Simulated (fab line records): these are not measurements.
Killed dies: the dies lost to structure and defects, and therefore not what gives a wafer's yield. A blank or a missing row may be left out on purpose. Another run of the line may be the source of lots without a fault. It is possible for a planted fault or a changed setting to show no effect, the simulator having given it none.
The tool behind it: which one? + flow n5 finfet + 24 lots, 72 wafers sampled, at 3 steps of a route of 1938

WHAT THE GAUGES SHOWED, per wafer
N5_BEOL_M7_RS_MEAS_57: uses a four-point probe to measure. Usual: for M7_RS the level is 0.285 ohm/sq and the standard deviation is 0.0067.
| lot  | measured     | on            | M7_RS (ohm/sq)    | flag |
|------|--------------|---------------|-------------------|------|
| L074 | day 8 17:23  | film metro-01 | 0.292 0.283 0.284 |      |
| L075 | day 9 06:34  | film metro-01 | 0.289 0.291 0.282 |      |
| L078 | day 9 13:44  | film metro-01 | 0.280 0.290 0.294 |      |
| L077 | day 9 18:27  | film metro-02 | 0.291 0.287 0.281 |      |
| L076 | day 9 20:04  | film metro-01 | 0.274 0.287 0.278 |      |
| L079 | day 9 22:43  | film metro-01 | 0.267 0.284 0.285 |      |
| L080 | day 10 08:16 | film metro-02 | 0.291 0.285 0.275 |      |
| L081 | day 10 18:04 | film metro-02 | 0.294 0.300 0.290 |      |
| L083 | day 10 19:09 | film metro-02 | 0.294 0.298 0.285 |      |
| L082 | day 11 03:34 | film metro-02 | 0.283 0.273 0.278 |      |
| L084 | day 11 04:55 | film metro-02 | 0.288 0.293 0.283 |      |
| L085 | day 12 01:13 | film metro-02 | 0.277 0.282 0.284 |      |
| L086 | day 12 06:14 | film metro-01 | 0.282 0.274 0.276 |      |
| L087 | day 12 06:47 | film metro-02 | 0.279 0.278 0.277 |      |
| L088 | day 12 08:31 | film metro-02 | 0.285 0.281 0.278 |      |
| L089 | day 12 09:25 | film metro-02 | 0.284 0.277 0.294 |      |
| L090 | day 13 03:17 | film metro-01 | 0.289 0.295 0.291 |      |
| L091 | day 13 17:00 | film metro-02 | 0.288 0.295 0.295 |      |
| L092 | day 13 18:32 | film metro-01 | 0.274 0.279 0.278 |      |
| L093 | day 14 01:04 | film metro-02 | 0.280 0.285 0.286 |      |
| L095 | day 14 08:29 | film metro-01 | 0.289 0.282 0.285 |      |
| L094 | day 14 10:02 | film metro-02 | 0.278 0.278 0.272 |      |
| L096 | day 14 18:20 | film metro-01 | 0.282 0.281 0.279 |      |
| L097 | day 15 05:53 | film metro-01 | 0.289 0.280 0.287 |      |

N5_BEOL_M8_THK_MEAS_01. Usual: for M8_ILD_THK the level is 155.3 nm and the standard deviation is 2.3.
| lot  | measured     | on            | M8_ILD_THK (nm)   | flag |
|------|--------------|---------------|-------------------|------|
| L074 | day 8 18:01  | film metro-02 | 157.3 160.6 157.6 |      |
| L075 | day 9 07:13  | film metro-01 | 151.5 153.3 154.7 |      |
| L078 | day 9 14:22  | film metro-02 | 153.4 156.8 156.1 |      |
| L077 | day 9 19:13  | film metro-01 | 154.0 156.5 157.6 |      |
| L076 | day 9 20:43  | film metro-01 | 154.1 156.5 155.5 |      |
| L079 | day 9 23:22  | film metro-01 | 153.6 155.2 157.5 |      |
| L080 | day 10 08:55 | film metro-01 | 152.7 154.2 156.4 |      |
| L081 | day 10 18:44 | film metro-02 | 156.4 157.6 156.3 |      |
| L083 | day 10 19:47 | film metro-02 | 152.7 157.1 155.7 |      |
| L082 | day 11 04:12 | film metro-01 | 154.9 158.1 156.8 |      |
| L084 | day 11 05:33 | film metro-02 | 155.1 158.9 153.9 |      |
| L085 | day 12 01:53 | film metro-02 | 151.9 150.6 151.7 |      |
| L086 | day 12 06:53 | film metro-02 | 153.3 153.2 158.4 |      |
| L087 | day 12 07:25 | film metro-01 | 154.5 153.5 153.4 |      |
| L088 | day 12 09:09 | film metro-02 | 152.7 155.4 153.6 |      |
| L089 | day 12 10:03 | film metro-01 | 157.0 153.7 159.4 |      |
| L090 | day 13 04:01 | film metro-02 | 152.5 160.4 159.9 |      |
| L091 | day 13 18:08 | film metro-01 | 155.7 157.8 157.1 |      |
| L092 | day 13 19:11 | film metro-02 | 155.4 152.6 159.0 |      |
| L093 | day 14 03:09 | film metro-02 | 149.7 150.5 156.0 |      |
| L095 | day 14 09:19 | film metro-02 | 153.1 152.3 156.3 |      |
| L094 | day 14 10:40 | film metro-02 | 156.3 152.8 159.3 |      |
| L096 | day 14 19:27 | film metro-02 | 154.1 154.1 155.9 |      |
| L097 | day 15 06:37 | film metro-02 | 152.7 157.4 154.7 |      |

EACH LOT AND THE TOOL THAT RAN IT (in order: tool; ch and the chambers of the sampled wafers; start)
| lot  | N5_BEOL_M7_DEP_56               |
|------|---------------------------------|
| L074 | pecvd-04 ch 1,2, day 8 17:19    |
| L075 | pecvd-04 ch 0,1, day 9 06:31    |
| L078 | pecvd-04 ch 1, day 9 13:38      |
| L077 | pecvd-04 ch 0,1, day 9 18:22    |
| L076 | pecvd-02 ch 0,1, day 9 20:00    |
| L079 | pecvd-02 ch 0,1, day 9 22:39    |
| L080 | pecvd-01 ch 0,2, day 10 08:12   |
| L081 | pecvd-01 ch 0,1, day 10 18:00   |
| L083 | pecvd-02 ch 1,2, day 10 19:05   |
| L082 | pecvd-02 ch 0,1,2, day 11 03:29 |
| L084 | pecvd-01 ch 0,1,2, day 11 04:50 |
| L085 | pecvd-01 ch 1,2, day 12 01:08   |
| L086 | pecvd-01 ch 0,1, day 12 06:10   |
| L087 | pecvd-02 ch 0,1,2, day 12 06:43 |
| L088 | pecvd-02 ch 0,1, day 12 08:26   |
| L089 | pecvd-02 ch 0,1, day 12 09:20   |
| L090 | pecvd-02 ch 0,2, day 13 03:13   |
| L091 | pecvd-04 ch 0,1,2, day 13 16:56 |
| L092 | pecvd-04 ch 0,1,2, day 13 18:28 |
| L093 | pecvd-02 ch 1,2, day 14 01:00   |
| L095 | pecvd-04 ch 0,1,2, day 14 08:25 |
| L094 | pecvd-01 ch 1,2, day 14 09:58   |
| L096 | pecvd-02 ch 0,1,2, day 14 18:16 |
| L097 | pecvd-01 ch 0,1,2, day 15 05:49 |
- N5_BEOL_M7_DEP_56: deposits SiCN from 3MS/NH3, target thk 10 nm, time 17.5 s.

WHAT THE TOOLS THEMSELVES READ (means of the sampled wafers that have a number; where no wafer has one, the mark that the record gives instead)
N5_BEOL_M7_DEP_56. Usual: showerhead plenum p Torr 3.661 Torr, standard deviation 0.0074; throttle valve pct 9.2 %, standard deviation 0.66.
| lot  | tool     | showerhead plenum p Torr (Torr) | throttle valve pct (%) | flag |
|------|----------|---------------------------------|------------------------|------|
| L074 | pecvd-04 | 3.669                           | 9.2                    |      |
| L075 | pecvd-04 | 3.662                           | 9.5                    |      |
| L078 | pecvd-04 | 3.665                           | 10.5                   |      |
| L077 | pecvd-04 | 3.664                           | 9.6                    |      |
| L076 | pecvd-02 | 3.665                           | 9.4                    |      |
| L079 | pecvd-02 | 3.665                           | 9.4                    |      |
| L080 | pecvd-01 | 3.662                           | 8.5                    |      |
| L081 | pecvd-01 | 3.664                           | 9.4                    |      |
| L083 | pecvd-02 | 3.664                           | 9.1                    |      |
| L082 | pecvd-02 | 3.660                           | 9.2                    |      |
| L084 | pecvd-01 | 3.659                           | 9.0                    |      |
| L085 | pecvd-01 | 3.656                           | 9.4                    |      |
| L086 | pecvd-01 | 3.655                           | 9.5                    |      |
| L087 | pecvd-02 | 3.665                           | 9.2                    |      |
| L088 | pecvd-02 | 3.669                           | 9.5                    |      |
| L089 | pecvd-02 | 3.665                           | 9.5                    |      |
| L090 | pecvd-02 | 3.660                           | 9.1                    |      |
| L091 | pecvd-04 | 3.658                           | 9.1                    |      |
| L092 | pecvd-04 | 3.661                           | 9.3                    |      |
| L093 | pecvd-02 | 3.656                           | 8.9                    |      |
| L095 | pecvd-04 | 3.664                           | 9.3                    |      |
| L094 | pecvd-01 | 3.652                           | 8.8                    |      |
| L096 | pecvd-02 | 3.665                           | 9.3                    |      |
| L097 | pecvd-01 | 3.663                           | 9.3                    |      |

THE ANSWER, worked out from the rows above alone
Rule: a lot is off if the mean of its wafers that have a number lies more than 3 standard deviations from the usual mean. Also off: a lot with no number at a reading for which 4 or more lots have one. Any other lot the step has rows for is counted as sound. Order of review: gauges by route order, followed by the tools' own readings, for which a lot's mean as printed above is used. The first step at which some lot is off is used, and at that step the reading that is off furthest; a lot without a number counts as furthest.
No lot is off at any reading shown: from this, nothing can be told.

WHAT THE SIMULATOR HAD PUT IN
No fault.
